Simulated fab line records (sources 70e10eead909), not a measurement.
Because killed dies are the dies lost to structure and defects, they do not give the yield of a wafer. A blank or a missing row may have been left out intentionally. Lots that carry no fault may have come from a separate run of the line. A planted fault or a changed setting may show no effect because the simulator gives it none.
fab line records -- flow nand_harc
[record] lots = 6, wafers = 18, last_day = 29
route steps=1302 shown A_STAIRCASE@732 END@1302
lots that met no fault: taken from a fault-free run of the same line
start_h: hours from the record's opening day to when the first of the lot's shown wafers began -- wait_h: hours since the lot's step before -- " the same as in the row above -- L1.1+2: several wafers, shown together as one row -- - no value, or no start was given -- * or withheld: withheld -- < > ~ a bound
route shown NAME@n: names a module that has steps shown in the file, with the first one's number in the route -- usual: mean/standard deviation taken from wafers without a fault -- same: alike in all rows -- chamber/n: place in a boat -- sites: readings site by site -- _std_site: how widely they spread, as a standard deviation -- _edge_site: outer sites' mean less inner sites' -- radius_mm: for every site, how far away it sits from the centre of the wafer -- mask NAME#n: copy n -- behind: the most recent tool/chamber to have shaped the wafer -- hold: reason for holding the lot/hours on hold/outcome of the hold -- device: names the non-switching transistor (n, p or np) -- end of line: at the end of the route, the tests of the same wafers -- a step given without rows: its recipe and nothing more -- killed: dies lost to structure and defects at the first sort, not the wafer's yield -- map: a wafer's dies, x killed, . not, _ none there
set.NAME: the setting the step ran with; set.NAME@STEP: the setting that earlier step ran with -- model.NAME: the simulator's own value behind a step, which no gauge read
lots at some steps of the route; a table a step, a row a wafer
services: from which hour (start_h, from the record's first day; less than 0 if before it) a tool's chamber was out of use, for how many hours, and why
[[steps]]
[step NHARC_A_STAIRCASE_HARDBAKE_218]
[recipe] temp_c = 120, time_s = 140
[step NHARC_A_STAIRCASE_DESCUM_219]
[recipe] time_s = 3, o2_flow_sccm = 200, ar_flow_sccm = 0, bias_power_w = 0, chemistry = O2
[usual] drypump_motor_current_A = 5.8/0.55, oes_product_au = 1.007/0.014, rf_vpp_V = 57.9/0.8, showerhead_plenum_p_Torr = 1.94/0.068, throttle_valve_pct = 11.312/0.0091
[same] time_s = 3
lot.wafer,tool,chamber,start_h,wait_h,drypump_motor_current_A,oes_product_au,rf_hours_counter_h,rf_vpp_V,showerhead_plenum_p_Torr,throttle_valve_pct
L133.1,rie_diel-13,3,358.66,-,6.1,0.986,3,57.3,1.91,11.321
L133.3,rie_diel-13,0,358.66,-,5.3,0.999,2,57.0,1.91,11.328
L133.5,rie_diel-13,3,358.66,-,6.0,0.973,-,58.5,1.91,11.323
L136.2,rie_diel-13,0,406.12,-,5.3,1.005,15,58.3,1.91,11.316
L136.4,rie_diel-13,1,406.12,-,6.5,0.998,16,57.3,2.05,11.299
L136.6,rie_diel-13,1,406.12,-,6.5,0.993,-,59.1,2.05,11.323
L137.2,rie_diel-02,0,419.78,-,6.6,0.999,4,58.9,2.06,11.317
L137.6,rie_diel-02,1,419.78,-,6.6,0.988,-,57.8,1.80,11.300
L137.4,rie_diel-02,3,419.78,-,6.7,0.999,-,57.4,1.91,11.319
L140.3,rie_diel-04,3,441.27,-,5.6,1.008,24,56.5,1.99,11.314
L140.2,rie_diel-04,1,441.27,-,5.8,1.002,33,59.0,1.98,11.295
L140.6,rie_diel-04,3,441.27,-,5.6,1.012,-,59.2,1.99,11.303
L147.1,rie_diel-13,3,505.62,-,6.0,0.997,49,57.7,1.89,11.308
L147.3,rie_diel-13,0,505.62,-,5.3,1.004,48,58.4,1.90,11.320
L147.6,rie_diel-13,1,505.62,-,6.5,0.993,-,58.3,2.04,11.313
L146.2,rie_diel-13,0,506.14,-,5.3,1.008,48,58.2,1.90,11.311
L146.6,rie_diel-13,3,506.14,-,6.0,0.994,-,57.0,1.89,11.317
L146.5,rie_diel-13,0,506.14,-,5.3,1.005,-,59.2,1.90,11.304
[step NHARC_A_STAIRCASE_TRIM_220]
[recipe] time_s = 211.2, o2_flow_sccm = 500, ar_flow_sccm = 0, bias_w = 0, chemistry = O2
[usual] drypump_motor_current_A = 5.8/0.56, oes_product_au = 1.006/0.014, rf_vpp_V = 58.0/0.89, showerhead_plenum_p_Torr = 3.57/0.12, throttle_valve_pct = 17.035/0.0099
[same] bias_w = 0, time_s = 211.2
lot.wafer,tool,chamber,start_h,wait_h,drypump_motor_current_A,oes_product_au,rf_hours_counter_h,rf_vpp_V,showerhead_plenum_p_Torr,throttle_valve_pct
L133.3,rie_diel-13,1,358.75,0.1,6.6,1.001,3,57.5,3.78,17.014
L133.1,rie_diel-13,3,358.75,0.1,6.0,0.995,3,57.6,3.52,17.042
L133.5,rie_diel-13,2,358.75,0.1,4.9,1.013,-,57.9,3.38,17.026
L136.4,rie_diel-13,3,406.21,0.1,6.0,0.979,12,57.2,3.51,17.043
L136.2,rie_diel-13,0,406.21,0.1,5.3,0.997,15,58.1,3.52,17.039
L136.6,rie_diel-13,3,406.21,0.1,6.0,0.981,-,58.6,3.51,17.035
L137.2,rie_diel-02,0,419.88,0.1,6.7,1.011,4,59.3,3.77,17.039
L137.6,rie_diel-02,3,419.88,0.1,6.7,1.006,-,59.5,3.51,17.057
L137.4,rie_diel-02,1,419.88,0.1,6.6,0.994,-,57.6,3.33,17.042
L140.2,rie_diel-04,0,441.43,0.1,5.9,1.027,28,58.7,3.61,17.039
L140.3,rie_diel-04,1,441.43,0.1,5.9,1.011,33,58.3,3.64,17.031
L140.6,rie_diel-04,3,441.43,0.1,5.7,1.028,-,57.1,3.66,17.028
L147.1,rie_diel-13,1,505.69,0.1,6.5,0.999,50,58.7,3.75,17.035
L147.3,rie_diel-13,3,505.69,0.1,6.1,1.001,49,59.0,3.49,17.020
L147.6,rie_diel-13,2,505.69,0.1,4.9,1.023,-,56.4,3.35,17.047
L146.2,rie_diel-13,1,506.28,0.1,6.5,0.998,51,58.8,3.75,17.044
L146.5,rie_diel-13,0,506.28,0.1,5.3,1.003,-,58.5,3.50,17.027
L146.6,rie_diel-13,1,506.28,0.1,6.5,0.995,-,60.5,3.75,17.032
[step NHARC_A_STAIRCASE_ETCH_221]
[recipe] target_depth_a = 1000, time_s = 40.5, ion_energy_ev = 400, c4f8_flow_sccm = 20, o2_flow_sccm = 10, ar_flow_sccm = withheld, rf_w = 600, bias_w = 1000, chemistry = C4F8/O2
[step NHARC_A_STAIRCASE_TRIM_222]
[recipe] time_s = 211.2, o2_flow_sccm = 500, ar_flow_sccm = 0, bias_w = 0, chemistry = O2
[step NHARC_A_STAIRCASE_ETCH_223]
[recipe] target_depth_a = 1000, time_s = 40.5, ion_energy_ev = 400, c4f8_flow_sccm = 20, o2_flow_sccm = 10, ar_flow_sccm = withheld, rf_w = 600, bias_w = 1000, chemistry = C4F8/O2
[usual] bias_w = 1000/3.2, oes_product_au = 0.947/0.014, rf_fwd_power_W = 591/3, rf_vpp_V = 897/4.6
[same] time_s = 40.5
lot.wafer,tool,chamber,start_h,wait_h,bias_w,oes_product_au,rf_fwd_power_W,rf_hours_counter_h,rf_vpp_V
L133.3,rie_diel-13,1,-,-,1005,0.940,591,3,905
L133.1,rie_diel-13,3,-,-,1000,0.931,592,3,896
L133.5,rie_diel-13,1,-,-,1001,0.946,594,-,904
L136.4,rie_diel-13,3,-,-,1004,0.931,593,12,897
L136.2,rie_diel-13,1,-,-,998,0.938,592,17,905
L136.6,rie_diel-13,3,-,-,999,0.944,592,-,895
L137.2,rie_diel-02,1,-,-,1000,0.931,595,5,889
L137.6,rie_diel-02,0,-,-,997,0.953,590,-,904
L137.4,rie_diel-02,1,-,-,1003,0.937,594,-,886
L140.3,rie_diel-04,0,-,-,999,0.967,594,29,900
L140.2,rie_diel-04,3,-,-,1004,0.950,595,25,899
L140.6,rie_diel-04,3,-,-,1001,0.947,592,-,901
L147.1,rie_diel-13,1,-,-,1002,0.923,592,50,905
L147.3,rie_diel-13,2,-,-,997,0.951,588,50,889
L147.6,rie_diel-13,1,-,-,1004,0.926,593,-,903
L146.2,rie_diel-13,1,-,-,996,0.938,594,51,904
L146.6,rie_diel-13,0,-,-,1003,0.941,594,-,897
L146.5,rie_diel-13,1,-,-,998,0.944,595,-,902
[step NHARC_A_STAIRCASE_TRIM_224]
[recipe] time_s = 211.2, o2_flow_sccm = 500, ar_flow_sccm = 0, bias_w = 0, chemistry = O2
[usual] drypump_motor_current_A = 5.8/0.54, oes_product_au = 1.006/0.014, rf_vpp_V = 57.9/0.83, showerhead_plenum_p_Torr = 3.57/0.12, throttle_valve_pct = 17.036/0.0097
[same] bias_w = 0, time_s = 211.2
lot.wafer,tool,chamber,start_h,wait_h,drypump_motor_current_A,oes_product_au,rf_hours_counter_h,rf_vpp_V,showerhead_plenum_p_Torr,throttle_valve_pct
L133.3,rie_diel-13,2,-,-,4.9,1.005,3,57.9,3.38,17.036
L133.1,rie_diel-13,0,-,-,5.3,1.003,3,58.2,3.52,17.032
L133.5,rie_diel-13,2,-,-,4.9,1.018,-,56.7,3.38,17.053
L136.4,rie_diel-13,1,-,-,6.5,0.998,17,57.8,3.77,17.053
L136.2,rie_diel-13,2,-,-,4.9,1.022,17,57.1,3.37,17.019
L136.6,rie_diel-13,1,-,-,6.5,0.985,-,57.5,3.77,17.024
L137.2,rie_diel-02,1,-,-,6.6,0.995,5,56.2,3.33,17.043
L137.4,rie_diel-02,0,-,-,6.7,1.002,-,59.0,3.77,17.027
L137.6,rie_diel-02,1,-,-,6.6,0.992,-,57.4,3.33,17.047
L140.3,rie_diel-04,3,-,-,5.6,1.004,25,58.4,3.66,17.038
L140.2,rie_diel-04,1,-,-,5.9,0.995,34,57.3,3.63,17.024
L140.6,rie_diel-04,1,-,-,5.8,1.012,-,58.9,3.63,17.024
L147.3,rie_diel-13,3,-,-,6.1,0.999,49,57.3,3.50,17.032
L147.1,rie_diel-13,1,-,-,6.5,0.995,51,58.5,3.75,17.047
L147.6,rie_diel-13,0,-,-,5.3,1.006,-,58.0,3.50,17.032
L146.2,rie_diel-13,3,-,-,6.0,0.994,49,58.3,3.49,17.052
L146.6,rie_diel-13,0,-,-,5.3,1.007,-,58.4,3.50,17.029
L146.5,rie_diel-13,1,-,-,6.5,1.004,-,58.4,3.75,17.040
[step NHARC_A_STAIRCASE_ETCH_225]
[recipe] target_depth_a = 1000, time_s = 40.5, ion_energy_ev = 400, c4f8_flow_sccm = 20, o2_flow_sccm = 10, ar_flow_sccm = withheld, rf_w = 600, bias_w = 1000, chemistry = C4F8/O2
[step NHARC_A_STAIRCASE_TRIM_226]
[recipe] time_s = 211.2, o2_flow_sccm = 500, ar_flow_sccm = 0, bias_w = 0, chemistry = O2
[step NHARC_A_STAIRCASE_ETCH_227]
[recipe] target_depth_a = 1000, time_s = 40.5, ion_energy_ev = 400, c4f8_flow_sccm = 20, o2_flow_sccm = 10, ar_flow_sccm = withheld, rf_w = 600, bias_w = 1000, chemistry = C4F8/O2
[usual] bias_w = 1000.4/2.8, oes_product_au = 0.947/0.013, rf_fwd_power_W = 591.8/2.8, rf_vpp_V = 898/4.5
[same] time_s = 40.5
lot.wafer,tool,chamber,start_h,wait_h,bias_w,oes_product_au,rf_fwd_power_W,rf_hours_counter_h,rf_vpp_V
L133.1,rie_diel-13,3,-,-,999.1,0.923,589.2,3,897
L133.3,rie_diel-13,1,-,-,999.3,0.933,588.9,3,904
L133.5,rie_diel-13,3,-,-,1001.1,0.933,593.0,-,896
L136.4,rie_diel-13,1,-,-,1002.0,0.939,589.0,17,904
L136.2,rie_diel-13,0,-,-,1000.2,0.950,592.4,15,896
L136.6,rie_diel-13,1,-,-,997.2,0.942,592.4,-,905
L137.2,rie_diel-02,3,-,-,1002.8,0.950,593.9,2,894
L137.4,rie_diel-02,0,-,-,1006.0,0.952,589.0,-,904
L137.6,rie_diel-02,3,-,-,992.4,0.942,595.8,-,896
L140.3,rie_diel-04,0,-,-,999.9,0.940,595.9,30,897
L140.2,rie_diel-04,1,-,-,998.8,0.932,591.2,35,898
L140.6,rie_diel-04,1,-,-,1002.9,0.923,589.0,-,900
L147.1,rie_diel-13,3,-,-,1000.8,0.928,593.1,49,895
L147.3,rie_diel-13,1,-,-,992.6,0.929,591.9,51,905
L147.6,rie_diel-13,0,-,-,998.9,0.947,594.5,-,895
L146.2,rie_diel-13,1,-,-,1000.6,0.930,594.9,51,904
L146.5,rie_diel-13,0,-,-,1001.7,0.947,591.8,-,894
L146.6,rie_diel-13,1,-,-,1001.3,0.943,593.1,-,906
[step NHARC_A_STAIRCASE_TRIM_229]
[recipe] time_s = 211.2, o2_flow_sccm = 500, ar_flow_sccm = 0, bias_w = 0, chemistry = O2
[step NHARC_A_STAIRCASE_ETCH_230]
[recipe] target_depth_a = 1000, time_s = 40.5, ion_energy_ev = 400, c4f8_flow_sccm = 20, o2_flow_sccm = 10, ar_flow_sccm = withheld, rf_w = 600, bias_w = 1000, chemistry = C4F8/O2
[usual] bias_w = 1000/3.1, oes_product_au = 0.952/0.016, rf_fwd_power_W = 591.6/3, rf_vpp_V = 897/5
[same] time_s = 40.5
lot.wafer,tool,chamber,start_h,wait_h,bias_w,oes_product_au,rf_fwd_power_W,rf_hours_counter_h,rf_vpp_V
L133.1,rie_diel-13,2,360.06,-,1002,0.969,588.2,4,891
L133.3,rie_diel-13,3,360.06,-,997,0.935,591.4,3,894
L133.5,rie_diel-13,1,360.06,-,1005,0.936,592.2,-,904
L136.2,rie_diel-13,1,407.49,-,1004,1.033,686.3,17,904
L136.4,rie_diel-13,2,407.49,-,1006,1.054,685.9,17,891
L136.6,rie_diel-13,0,407.49,-,1000,1.031,688.3,-,896
L137.2,rie_diel-02,0,421.27,-,993,0.943,587.0,5,906
L137.4,rie_diel-02,1,421.27,-,1000,0.941,596.1,-,889
L137.6,rie_diel-02,3,421.27,-,1005,0.950,595.1,-,895
L140.2,rie_diel-13,0,443.94,-,1002,1.049,690.4,29,895
L140.3,rie_diel-13,3,443.94,-,1006,1.036,688.3,28,895
L140.6,rie_diel-13,0,443.94,-,998,1.040,688.6,-,895
L147.3,rie_diel-04,3,507.05,-,1002,0.962,593.0,49,900
L147.1,rie_diel-04,1,507.05,-,1002,0.948,592.3,57,898
L147.6,rie_diel-04,2,507.05,-,1001,0.960,590.4,-,896
L146.2,rie_diel-13,3,507.54,-,999,0.950,590.1,50,894
L146.6,rie_diel-13,1,507.54,-,1005,0.937,589.8,-,902
L146.5,rie_diel-13,2,507.54,-,998,0.966,589.3,-,890
[step NHARC_A_STAIRCASE_TRIM_231]
[recipe] time_s = 211.2, o2_flow_sccm = 500, ar_flow_sccm = 0, bias_w = 0, chemistry = O2
[step NHARC_END_SORT_01]
[recipe] temp_c = 25
[usual] killed_at_array = 59/20, killed_at_other = 0.8/1.1, killed_at_periphery = 5/3.1, killed_dies = 64/21, killed_open = 3.4/1.9, killed_short = 2.3/1.7
[same] gross_dies = 677
lot.wafer,tool,chamber,start_h,wait_h,killed_at_array,killed_at_other,killed_at_periphery,killed_dies,killed_open,killed_short
L137.2,prober-01,0,610.66,2.8,80,0,0,80,4,0
L137.4,prober-01,0,612.26,3.4,75,0,3,78,2,5
L137.6,prober-01,0,613.85,4.0,69,1,1,71,0,1
// killed by level:class
L137.2 A_CHANNEL_HOLE_D1:chamber_film_flake=33 A_SLIT:chamber_film_flake=31 A_CHANNEL_HOLE_D2:chamber_film_flake=6 A_CHANNEL_FILL_D2:geometric_particle:open=2 A_M0:geometric_particle:open=2 A_STAIRCASE:chamber_film_flake=2 A_CONTACT:chamber_film_flake=2 A_ZERO_WELL:chamber_film_flake=1
L137.4 A_CHANNEL_HOLE_D1:chamber_film_flake=29 A_SLIT:chamber_film_flake=23 A_CHANNEL_HOLE_D2:chamber_film_flake=13 A_CHANNEL_FILL_D1:geometric_particle:short=3 A_M0:chamber_film_flake=3 P_CONTACT:geometric_particle:open=1 P_M0:geometric_particle:short=1 A_ONON_D2:geometric_particle:open=1
L137.6 A_CHANNEL_HOLE_D1:chamber_film_flake=31 A_SLIT:chamber_film_flake=23 A_CHANNEL_HOLE_D2:chamber_film_flake=9 A_CONTACT:chamber_film_flake=2 A_ONON_D2:geometric_particle:short=1 P_M2:chamber_film_flake=1 A_DECK1_JOINT:chamber_film_flake=1 A_STAIRCASE:chamber_film_flake=1
[[services]]
tool,chamber,start_h,hours,kind
rie_diel-13,-,342.12,9.0,pm
rie_diel-13,0,342.12,9.0,vent_cycle
rie_diel-13,1,342.12,9.0,vent_cycle
rie_diel-13,2,342.12,9.0,vent_cycle
rie_diel-13,3,342.12,9.0,vent_cycle
rie_diel-13,0,351.12,-,clean
rie_diel-13,1,351.12,-,clean
rie_diel-13,2,351.12,-,clean
rie_diel-13,3,351.12,-,clean
rie_diel-04,-,355.03,9.0,pm
rie_diel-13,3,367.40,20.9,repair
rie_diel-04,2,368.63,3.7,repair
rie_diel-13,0,375.62,-,clean
rie_diel-13,1,375.62,-,clean
rie_diel-13,2,375.62,-,clean
rie_diel-13,2,377.01,6.5,repair
rie_diel-04,3,385.98,1.7,repair
rie_diel-02,2,395.21,33.8,repair
rie_diel-02,-,396.42,9.0,pm
rie_diel-13,0,402.78,-,clean
rie_diel-13,1,402.78,-,clean
rie_diel-02,3,405.54,8.1,repair
rie_diel-13,2,418.27,18.2,repair
rie_diel-04,2,440.61,33.2,repair
[[key]]
[first_sign] step = NHARC_A_STAIRCASE_ETCH_230, reading = rf_fwd_power_W, direction = up, sigmas = 33, usual = *, struck = *
[effect] step = NHARC_A_STAIRCASE_ETCH_230, reading = oes_product_au, direction = up, sigmas = 5.5, usual = 0.952, struck = 1.041
met_at NHARC_A_STAIRCASE_ETCH_230
struck_wafers L136.2,L136.4,L136.6,L140.2,L140.3,L140.6
tester_left_out L136,L140
onset_between 360.06 407.49
[fault] kind = process_parameter_drift, tool = rie_diel-13, chamber = -, onset_h = 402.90, steps = NHARC_A_STAIRCASE_ETCH_230, channel = rf_w, offset = *, shape = step, end_h = 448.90, acts_in = *, stated = *
// tester_left_out: of these lots the tester's yield and bins aren't shown, on N5 and GAA mostly nor the transistor test; their killed dies are dies lost to structure and defects alone, not to doping, threshold or leakage, so they don't give the yield
